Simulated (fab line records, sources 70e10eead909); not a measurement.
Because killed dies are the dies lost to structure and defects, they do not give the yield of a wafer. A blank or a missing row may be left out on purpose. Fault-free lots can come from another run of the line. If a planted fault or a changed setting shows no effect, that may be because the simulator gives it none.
Which tool was responsible?    flow nand-harc    Sampling: 6 lots, 18 wafers, 5 of 1159 route steps

== WHAT EACH GAUGE READ, for each wafer ==
NHARC_END_SORT_01.
lot   measured      on         killed-at-periphery
L730  day 20 04:05  prober-02  12 7 10
L734  day 22 05:55  prober-02  0 4 3
L749  day 25 06:00  prober-02  5 1 1

== WHAT TOOL EACH LOT RAN ON (gives the tool, then ch and the chambers of the sampled wafers, and finally the start) ==
lot   NHARC_A_CONTACT_ETCH_49             NHARC_A_CONTACT_ETCH_112              NHARC_A_CONTACT_ETCH_116              NHARC_A_CONTACT_ETCH_119
L730  rie-diel-08 ch 0,1,2, day 16 21:00  har-cap-etch-02 ch 0, day 16 23:37    har-cap-etch-02 ch 0, day 16 23:59    har-cap-etch-02 ch 0, day 17 00:15
L731  rie-diel-08 ch 1,2,3, day 17 11:00  har-cap-etch-02 ch 0,1, day 17 12:20  har-cap-etch-02 ch 0,1, day 17 12:49  har-cap-etch-02 ch 0,1, day 17 13:11
L734  rie-diel-03 ch 1,2,3, day 18 14:55  har-cap-etch-01 ch 0,1, day 18 16:12  har-cap-etch-01 ch 0,1, day 18 16:34  har-cap-etch-01 ch 0,1, day 18 16:50
L743  rie-diel-08 ch 0,3, day 20 06:59    har-cap-etch-01 ch 0,1, day 20 08:23  har-cap-etch-01 ch 0,1, day 20 08:45  har-cap-etch-01 ch 0,1, day 20 09:02
L747  rie-diel-13 ch 0,2, day 21 13:18    har-cap-etch-02 ch 0,1, day 21 14:35  har-cap-etch-02 ch 0,1, day 21 14:56  har-cap-etch-02 ch 0,1, day 21 15:13
L749  rie-diel-03 ch 0,2,3, day 22 09:35  har-cap-etch-03 ch 0,1, day 22 10:50  har-cap-etch-03 ch 0,1, day 22 11:13  har-cap-etch-03 ch 0,1, day 22 11:29
- NHARC_A_CONTACT_ETCH_49: etches the open film in N2/H2, target depth 260 nm, time 475.3 s.
- NHARC_A_CONTACT_ETCH_112: etches the open film in C4F8/O2/Ar, time 94 s, target depth 922 nm.
- NHARC_A_CONTACT_ETCH_116: etches the open film in C4F8/O2/Ar, time 94 s, target depth 922 nm.
- NHARC_A_CONTACT_ETCH_119: etches the open film in C4F8/O2/Ar, time 94 s, target depth 922 nm.

== THE ANSWER, worked out from the rows above alone ==
Rule: what is usual is taken from the lots themselves. Put in order of their means at a reading, lots are off if they are a third of the lots or fewer, leave a main group of 4 or more, and stand apart from it by a gap of 3 or more times the standard deviation of the main group's means; of several such gaps the widest counts. If all means in a main group match to the digits the tables above print for the reading, that group is not used. A lot without any number at a reading at which 4 lots or more have one is off too. Where the step has rows for the other lots, those lots are counted as sound.
Nothing can be told from this: no lot is off at any reading shown.

== WHAT THE SIMULATOR PUT IN ==
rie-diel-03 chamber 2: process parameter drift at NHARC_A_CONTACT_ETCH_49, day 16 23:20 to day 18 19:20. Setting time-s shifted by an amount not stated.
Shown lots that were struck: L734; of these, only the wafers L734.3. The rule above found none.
